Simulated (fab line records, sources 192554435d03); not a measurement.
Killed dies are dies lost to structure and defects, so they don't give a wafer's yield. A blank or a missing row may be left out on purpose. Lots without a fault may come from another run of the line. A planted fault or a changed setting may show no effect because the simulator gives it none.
A struck lot beside a sound one | flow n5_finfet | 25 steps out of a route of 1938
Sound: wafers L456.3, L456.5, L456.6. Struck: wafers L468.4, L468.5, L468.6. The cause comes at the end.
At each step with rows: each side's tool, then ch and its chambers, then its first start. Under that, the readings that differ: sound wafers | struck wafers | difference of the means | sigmas: that difference in standard deviations of wafers without a fault.
alike: readings whose means differ by less than 2 such deviations, and words and numbers that are the same on both sides. not compared: withheld readings, readings that some wafer has no value for, bounds like >300 that may hide the same value, and numbers for which the record gives no deviation and whose values overlap.
The two part at a step that has a row with sigmas, a row that says differs or no value, or rows on one side only. Numbers that don't overlap but have no deviation are shown without sigmas and don't part them. A reading that every wafer of one side lacks parts them only if that side has two wafers or more.

first, 11 steps without rows for these wafers: N5_BEOL_M15_VIA_ETCH_16 (etches SiO2 in C4F8/O2/Ar, target depth 1792.2 nm); N5_BEOL_M15_STRIP_63 (strips in O2); N5_BEOL_M15_STRIP_64 (strips in O2); N5_BEOL_M15_STRIP_65 (strips in post etch residue remover, time 60 s); N5_BEOL_M15_SRD_66 (time 30 s, dry time 30 s); N5_BEOL_M15_COAT_56 (time 60 s, resist thk 550 nm); N5_BEOL_M15_ETCH_57 (etches SOC in N2/H2, time 750 s); N5_BEOL_M15_COAT_60 (time 60 s, resist thk 89 nm); N5_BEOL_M15_COAT_22 (resist thk 800 nm); N5_BEOL_M15_EBR_24; N5_BEOL_M15_SOFTBAKE_23 (time 60 s).
N5_BEOL_M15_EXPOSE_25: exposes mask M15, target cd 400 nm.
  sound on krf_scanner-01 ch 0, day 13 03:36; struck on krf_scanner-01 ch 0, day 16 13:47
  reading              | sound             | struck            | difference | sigmas
  exposure_dose_mJ_cm2 | 35.46 35.46 35.43 | 32.51 32.51 32.54 | -2.93      | -75
  alike: mask
then, 3 steps without rows for these wafers: N5_BEOL_M15_PEB_26 (peb time 90 s); N5_BEOL_M15_DEVELOP_27 (develop time 45 s); N5_BEOL_M15_HARDBAKE_32 (time 120 s).
N5_BEOL_M15_CD_MEAS_28: target cd 407.6 nm.
  sound on cd_sem-03 ch 0, day 13 03:46; struck on cd_sem-02 ch 0, day 16 13:56
  reading    | sound             | struck            | difference | sigmas
  cd_nm (nm) | 410.7 405.6 410.9 | 395.4 396.4 395.9 | -13.2      | -6
N5_BEOL_M15_DESCUM_33: chemistry O2, time 7.9 s.
  sound on rie_diel-03 ch 1,2,3, day 13 03:51; struck on rie_diel-04 ch 1,2, day 16 14:11
  reading                   | sound             | struck            | difference | sigmas
  model.BEOL_M15.cd_nm (nm) | 410.6 405.8 410.8 | 395.4 396.6 395.4 | -13.3      |
  alike: drypump_motor_current_A, oes_product_au, rf_vpp_V, showerhead_plenum_p_Torr, throttle_valve_pct
  not compared: rf_hours_counter_h
then, 5 steps without rows for these wafers: N5_BEOL_M15_ETCH_61 (etches BARC in N2/H2, target depth 89 nm, overetch 26.7 nm, time 67.9 s); N5_BEOL_M15_TRENCH_ETCH_34 (etches SiO2 in C4F8/O2/Ar, target depth 872.93 nm, time 199 s); N5_BEOL_M15_STRIP_36 (strips in O2); N5_BEOL_M15_STRIP_62 (strips in O2); N5_BEOL_M15_STRIP_37 (strips in O2).
N5_BEOL_M15_ETCH_38: etches SiCN in CF4/N2, target depth 106.4 nm, time 120.5 s.
  sound on rie_diel-04 ch 0,1,2; struck on rie_diel-03 ch 0,1,2
  reading                   | sound           | struck          | difference | sigmas
  model.BEOL_M15.cd_nm (nm) | 402.2 398 402.8 | 385.8 387.2 387 | -14.3      |
  alike: drypump_motor_current_A, oes_product_au, rf_vpp_V, showerhead_plenum_p_Torr, throttle_valve_pct
  not compared: rf_hours_counter_h
then, 2 steps without rows for these wafers: N5_BEOL_M15_PRECLEAN_39 (cleans in residue remover, time 60 s); N5_PASSIVATION_PROBE_49.

WHERE THEY PART
First at N5_BEOL_M15_EXPOSE_25; last, within this record, at N5_BEOL_M15_CD_MEAS_28. Later steps at which nothing parts them and some readings are alike: N5_BEOL_M15_DESCUM_33, N5_BEOL_M15_ETCH_38.

WHY: what the simulator had put in
Process parameter drift: krf_scanner-01, from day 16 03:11 on, at N5_BEOL_M15_EXPOSE_25. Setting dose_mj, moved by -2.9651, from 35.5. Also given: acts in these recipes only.
